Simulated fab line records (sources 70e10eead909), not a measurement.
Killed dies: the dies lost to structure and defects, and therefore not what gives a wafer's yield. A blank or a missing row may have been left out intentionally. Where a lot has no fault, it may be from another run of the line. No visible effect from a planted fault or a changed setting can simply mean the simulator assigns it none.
Chamber matching :: flow nand_harc :: 4 sister chambers for NHARC_P_BONDPAD_CMP_32 on cmp-03
The step polishes SiCN, target thk 200 nm. 8 wafers are shown with their chamber, then 7 later ones without.

## WAFERS PAIRED WITH THEIR CHAMBERS
wafer: L079.2
chamber: 0
motor_current_A (A): 11.1
slurry_filter_dp_kPa (kPa): 13.53

wafer: L080.2
chamber: 2
motor_current_A (A): 11.2
slurry_filter_dp_kPa (kPa): 13.41

wafer: L080.6
chamber: 1
motor_current_A (A): 12.1
slurry_filter_dp_kPa (kPa): 13.41

wafer: L083.1
chamber: 3
motor_current_A (A): 12.5
slurry_filter_dp_kPa (kPa): 13.49

wafer: L083.3
chamber: 0
motor_current_A (A): 11.7
slurry_filter_dp_kPa (kPa): 13.44

wafer: L083.5
chamber: 1
motor_current_A (A): 12.6
slurry_filter_dp_kPa (kPa): 13.43

wafer: L086.2
chamber: 2
motor_current_A (A): 11.6
slurry_filter_dp_kPa (kPa): 13.45

wafer: L086.4
chamber: 3
motor_current_A (A): 11.7
slurry_filter_dp_kPa (kPa): 13.49

## WAFERS MISSING THEIR CHAMBER
wafer: L086.5
motor_current_A (A): 12.6
slurry_filter_dp_kPa (kPa): 13.54

wafer: L094.2
motor_current_A (A): 11.2
slurry_filter_dp_kPa (kPa): 13.66

wafer: L094.3
motor_current_A (A): 12.0
slurry_filter_dp_kPa (kPa): 13.64

wafer: L094.5
motor_current_A (A): 11.0
slurry_filter_dp_kPa (kPa): 13.45

wafer: L096.1
motor_current_A (A): 11.2
slurry_filter_dp_kPa (kPa): 13.24

wafer: L096.4
motor_current_A (A): 13.0
slurry_filter_dp_kPa (kPa): 13.66

wafer: L096.6
motor_current_A (A): 11.9
slurry_filter_dp_kPa (kPa): 13.62

## THE CHAMBER EACH PASSED THROUGH
wafer: L086.5
from the rows above: can't be placed: 3 or 0 or 1
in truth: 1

wafer: L094.2
from the rows above: can't be placed: 0 or 3 or 2
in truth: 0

wafer: L094.3
from the rows above: can't be placed: 3 or 0 or 2
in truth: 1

wafer: L094.5
from the rows above: can't be placed: 2 or 0 or 3
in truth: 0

wafer: L096.1
from the rows above: can't be placed: 2 or 1 or 0 or 3
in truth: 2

wafer: L096.4
from the rows above: can't be placed: 3 or 0 or 1
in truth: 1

wafer: L096.6
from the rows above: can't be placed: 3 or 0 or 2
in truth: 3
Correctly placed: 0 of 7. These rows do not allow placing 7 (true chamber among the candidates in 6). Placed wrongly: 0.
How it was worked out, from the rows above alone: a wafer's distance from a chamber is the root of the sum, over the readings, of the square of ((its reading less the chamber's mean) divided by the reading's scatter). If the next closest chamber is less than 2 further off than the closest, the wafer can't be placed; otherwise it belongs to the closest. A chamber's mean is the mean of its shown wafers. The scatter: take each reading less its chamber's mean, square it, sum over the shown wafers, divide by the number of wafers less the number of chambers, and take the root.
